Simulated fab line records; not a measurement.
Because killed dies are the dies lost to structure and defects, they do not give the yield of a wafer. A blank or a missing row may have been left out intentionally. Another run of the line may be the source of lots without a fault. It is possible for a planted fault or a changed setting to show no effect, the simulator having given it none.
Which tool is to blame? ; flow nand harc ; 17 lots with 51 wafers sampled at 4 steps, on a route of 1159 steps

WHAT THE GAUGES SHOWED, per wafer
NHARC_A_SLIT_CD_MEAS_21. Usual: 289.8 nm for cd nm, sd 1.
lot;measured;on;cd nm (nm);flag
L074;day 15 01:02;cd sem-01;289.8 290.7 289.1;
L076;day 15 02:47;cd sem-02;290.2 290.3 290.1;
L075;day 15 04:23;cd sem-02;290.1 290.7 291.2;
L078;day 15 05:04;cd sem-03;290.0 289.3 290.1;
L079;day 15 06:02;cd sem-01;291.1 290.1 291.0;
L077;day 15 10:41;cd sem-01;289.9 289.1 291.6;
L080;day 16 04:07;cd sem-02;289.9 289.0 289.5;
L081;day 16 05:34;cd sem-01;289.6 290.3 289.7;
L082;day 16 15:37;cd sem-03;289.2 288.9 290.3;
L084;day 16 21:26;cd sem-01;289.7 290.7 291.4;
L086;day 17 15:25;cd sem-03;289.8 289.1 291.3;
L088;day 17 23:39;cd sem-02;290.2 291.2 290.8;
L090;day 18 12:35;cd sem-01;289.1 288.9 289.2;
L091;day 18 13:39;cd sem-02;290.3 289.3 289.5;
L095;day 19 08:11;cd sem-03;286.8 288.2 287.1;
L096;day 19 20:07;cd sem-02;288.6 288.5 290.2;
L097;day 20 07:37;cd sem-02;288.3 287.4 287.6;

EACH LOT AND THE TOOL THAT RAN IT (in order: tool; ch and the chambers of the sampled wafers; start)
lot;NHARC_A_SLIT_DESCUM_14;NHARC_A_SLIT_ETCH_26;NHARC_A_SLIT_STRIP_18
L074;rie diel-03 ch 2,3, day 14 18:51;har etch-02 ch 0, day 14 23:53;rie diel-07 ch 0,2,3, day 15 01:02 or earlier
L076;rie diel-07 ch 0,1,2, day 14 19:00;har etch-02 ch 0, day 15 01:35;rie diel-05 ch 0,2, day 15 02:47 or earlier
L075;rie diel-03 ch 0,1,3, day 14 20:28;har etch-02 ch 0,1, day 15 03:13;rie diel-07 ch 0,2,3, day 15 04:23 or earlier
L078;rie diel-03 ch 0,1,2, day 14 23:50;har etch-01 ch 0,1, day 15 03:58;rie diel-07 ch 0,3, day 15 04:37
L079;rie diel-05 ch 1,2, day 14 23:59;har etch-02 ch 0,1, day 15 04:59;rie diel-07 ch 0,2,3, day 15 06:02 or earlier
L077;rie diel-03 ch 1,2, day 15 07:16;har etch-01 ch 0,1, day 15 09:37;rie diel-03 ch 0,1,3, day 15 10:41 or earlier
L080;rie diel-03 ch 0,2,3, day 15 23:23;har etch-02 ch 1, day 16 02:58;rie diel-03 ch 1,2,3, day 16 04:07 or earlier
L081;rie diel-07 ch 1,2,3, day 16 00:29;har etch-01 ch 0,1, day 16 04:26;rie diel-03 ch 1,2, day 16 05:34 or earlier
L082;rie diel-03 ch 0,2,3, day 16 10:32;har etch-01 ch 0, day 16 14:31;rie diel-07 ch 1,2, day 16 15:37 or earlier
L084;rie diel-03 ch 0,1, day 16 15:29;har etch-02 ch 0, day 16 20:19;rie diel-03 ch 0,2,3, day 16 21:26 or earlier
L086;rie diel-07 ch 0,1, day 17 10:07;har etch-01 ch 0,1, day 17 14:10;rie diel-07 ch 1,3, day 17 15:25 or earlier
L088;rie diel-05 ch 0,1,3, day 17 19:07;har etch-01 ch 0,1, day 17 22:28;rie diel-05 ch 0,1,3, day 17 23:39 or earlier
L090;rie diel-05 ch 0,1,2, day 18 09:10;har etch-02 ch 0,1, day 18 11:30;rie diel-03 ch 2,3, day 18 12:35 or earlier
L091;rie diel-07 ch 1,2,3, day 18 10:16;har etch-01 ch 0,1, day 18 12:30;rie diel-05 ch 0,1,3, day 18 13:39 or earlier
L095;rie diel-05 ch 0,2,3, day 19 03:27;har etch-01 ch 0,1, day 19 07:02;rie diel-03 ch 2,3, day 19 08:11 or earlier
L096;rie diel-03 ch 2,3, day 19 16:35;har etch-02 ch 0,1, day 19 19:04;rie diel-05 ch 2,3, day 19 20:07 or earlier
L097;rie diel-03 ch 0,2,3, day 20 03:58;har etch-02 ch 0,1, day 20 06:29;rie diel-05 ch 0,1,3, day 20 07:37 or earlier
- NHARC_A_SLIT_DESCUM_14: chemistry O2, time 3 s.
- NHARC_A_SLIT_ETCH_26: etches the open film in C4F8/O2/Ar, time 90 s, target depth 400 nm.
- NHARC_A_SLIT_STRIP_18: strips in O2.

AS READ BY THE TOOLS THEMSELVES (means over the sampled wafers that have a number; for cases with no such wafer, the mark the record gives instead)
NHARC_A_SLIT_DESCUM_14. Usual: chamber pressure mTorr 60.00 mTorr, standard deviation 0.053; drypump motor current A 5.7 A, standard deviation 0.37; o2 flow sccm 200.0 sccm, standard deviation 0.59; oes product au 1.003 a.u., standard deviation 0.0096; rf vpp V 57.6 V, standard deviation 0.99; showerhead plenum p Torr 1.89 Torr, standard deviation 0.07; throttle valve pct 11.311 %, standard deviation 0.0087.
lot;tool;chamber pressure mTorr (mTorr);drypump motor current A (A);o2 flow sccm (sccm);oes product au (a.u.);rf vpp V (V);showerhead plenum p Torr (Torr);throttle valve pct (%);flag
L074;rie diel-03;60.06;5.7;199.9;1.008;58.0;1.97;11.307;
L076;rie diel-07;60.00;5.7;200.0;1.005;57.4;1.85;11.316;
L075;rie diel-03;60.06;5.9;199.5;1.019;59.1;1.97;11.308;
L078;rie diel-03;60.05;6.0;200.3;0.997;58.1;1.91;11.317;
L079;rie diel-05;59.96;5.3;200.3;1.008;56.7;1.81;11.307;
L077;rie diel-03;60.02;6.1;199.2;1.008;57.9;1.93;11.312;
L080;rie diel-03;59.98;5.8;200.3;1.011;57.9;1.92;11.308;
L081;rie diel-07;60.00;5.4;199.9;0.995;57.0;1.87;11.314;
L082;rie diel-03;60.00;5.8;200.4;1.000;58.3;1.92;11.309;
L084;rie diel-03;60.00;6.0;200.3;1.008;57.5;1.93;11.302;
L086;rie diel-07;60.06;6.0;200.0;1.005;57.4;1.83;11.315;
L088;rie diel-05;59.96;5.4;200.1;1.004;57.7;1.86;11.309;
L090;rie diel-05;59.97;5.5;200.4;1.000;57.0;1.86;11.311;
L091;rie diel-07;59.97;5.4;200.2;1.005;57.7;1.87;11.317;
L095;rie diel-05;59.98;5.7;200.2;0.990;57.9;1.88;11.302;
L096;rie diel-03;60.00;5.9;199.8;0.998;57.6;1.90;11.313;
L097;rie diel-03;60.02;5.8;199.7;1.008;57.5;1.92;11.309;

NHARC_A_SLIT_ETCH_26. Usual: chamber pressure mTorr 24.998 mTorr, standard deviation 0.021; drypump motor current A 6.0 A, standard deviation 0.32; o2 flow sccm 83.34 sccm, standard deviation 0.24; rf fwd power W 1988 W, standard deviation 6; showerhead plenum p Torr 3.72 Torr, standard deviation 0.079; throttle valve pct 27.621 %, standard deviation 0.0094.
lot;tool;chamber pressure mTorr (mTorr);drypump motor current A (A);o2 flow sccm (sccm);rf fwd power W (W);showerhead plenum p Torr (Torr);throttle valve pct (%);flag
L074;har etch-02;24.999;6.0;83.62;1987;3.68;27.616;
L076;har etch-02;25.023;6.0;83.36;1981;3.68;27.620;
L075;har etch-02;25.005;6.2;83.33;1992;3.76;27.619;
L078;har etch-01;25.003;6.0;83.37;1984;3.76;27.618;
L079;har etch-02;24.978;6.1;83.15;1994;3.76;27.618;
L077;har etch-01;24.982;5.9;83.24;1986;3.76;27.625;
L080;har etch-02;24.995;6.2;83.48;1992;3.80;27.620;
L081;har etch-01;24.994;5.7;83.39;1989;3.70;27.616;
L082;har etch-01;24.974;6.3;83.50;1990;3.82;27.630;
L084;har etch-02;25.009;6.0;83.40;1987;3.66;27.622;
L086;har etch-01;24.984;6.0;83.26;1990;3.75;27.625;
L088;har etch-01;25.003;6.0;83.09;1981;3.74;27.614;
L090;har etch-02;24.986;6.1;83.33;1985;3.69;27.608;
L091;har etch-01;25.010;6.0;83.53;1995;3.74;27.620;
L095;har etch-01;24.985;5.9;83.23;1992;3.74;27.620;
L096;har etch-02;24.982;6.1;83.40;1989;3.73;27.627;
L097;har etch-02;24.981;6.1;83.41;1992;3.73;27.617;

NHARC_A_SLIT_STRIP_18. Usual: chamber pressure mTorr 60.01 mTorr, standard deviation 0.053; drypump motor current A 5.7 A, standard deviation 0.39; o2 flow sccm 499.9 sccm, standard deviation 1.4; oes product au 1.000 a.u., standard deviation 0.0095; rf vpp V 57.5 V, standard deviation 0.83; showerhead plenum p Torr 3.47 Torr, standard deviation 0.11; throttle valve pct 17.036 %, standard deviation 0.0087.
lot;tool;chamber pressure mTorr (mTorr);drypump motor current A (A);o2 flow sccm (sccm);oes product au (a.u.);rf vpp V (V);showerhead plenum p Torr (Torr);throttle valve pct (%);flag
L074;rie diel-07;59.95;5.4;501.1;1.007;57.4;3.48;17.034;
L076;rie diel-05;60.01;5.7;499.6;0.999;57.3;3.48;17.041;
L075;rie diel-07;60.00;5.5;499.4;1.011;57.0;3.48;17.035;
L078;rie diel-07;59.99;5.4;499.5;0.998;57.6;3.53;17.030;
L079;rie diel-07;60.07;5.5;500.0;1.005;57.3;3.48;17.041;
L077;rie diel-03;59.98;5.9;499.6;0.995;57.7;3.62;17.042;
L080;rie diel-03;59.99;5.9;500.9;0.998;58.3;3.59;17.037;
L081;rie diel-03;60.01;6.1;499.5;1.010;58.3;3.56;17.031;
L082;rie diel-07;60.00;5.7;501.0;0.998;56.7;3.37;17.037;
L084;rie diel-03;60.06;5.8;499.8;1.005;58.4;3.54;17.034;
L086;rie diel-07;60.01;5.7;500.5;1.004;57.0;3.42;17.035;
L088;rie diel-05;60.03;5.5;499.3;1.000;58.1;3.43;17.033;
L090;rie diel-03;60.02;5.8;499.4;0.996;58.2;3.50;17.039;
L091;rie diel-05;59.95;5.5;498.6;0.994;57.2;3.43;17.037;
L095;rie diel-03;60.01;5.7;499.6;0.990;57.7;3.62;17.035;
L096;rie diel-05;59.99;5.9;498.9;0.996;57.4;3.42;17.037;
L097;rie diel-05;60.00;5.5;498.9;1.000;57.2;3.42;17.037;

THE ANSWER, worked out from the rows above alone
Rule: take the mean of a lot's wafers that have a number; if it is more than 3 standard deviations from the usual mean, the lot is off. A lot without any number at a reading at which 4 lots or more have one is off too. Any other lot the step has rows for is counted as sound. After the gauges, taken in route order, come the tools' own readings; for these a lot's mean is taken, as printed above. The first step at which some lot is off is used, and at that step the reading that is off furthest; a lot without a number counts as furthest.
Nothing can be told from this: no lot is off at any reading shown.

WHAT HAD BEEN PUT IN BY THE SIMULATOR
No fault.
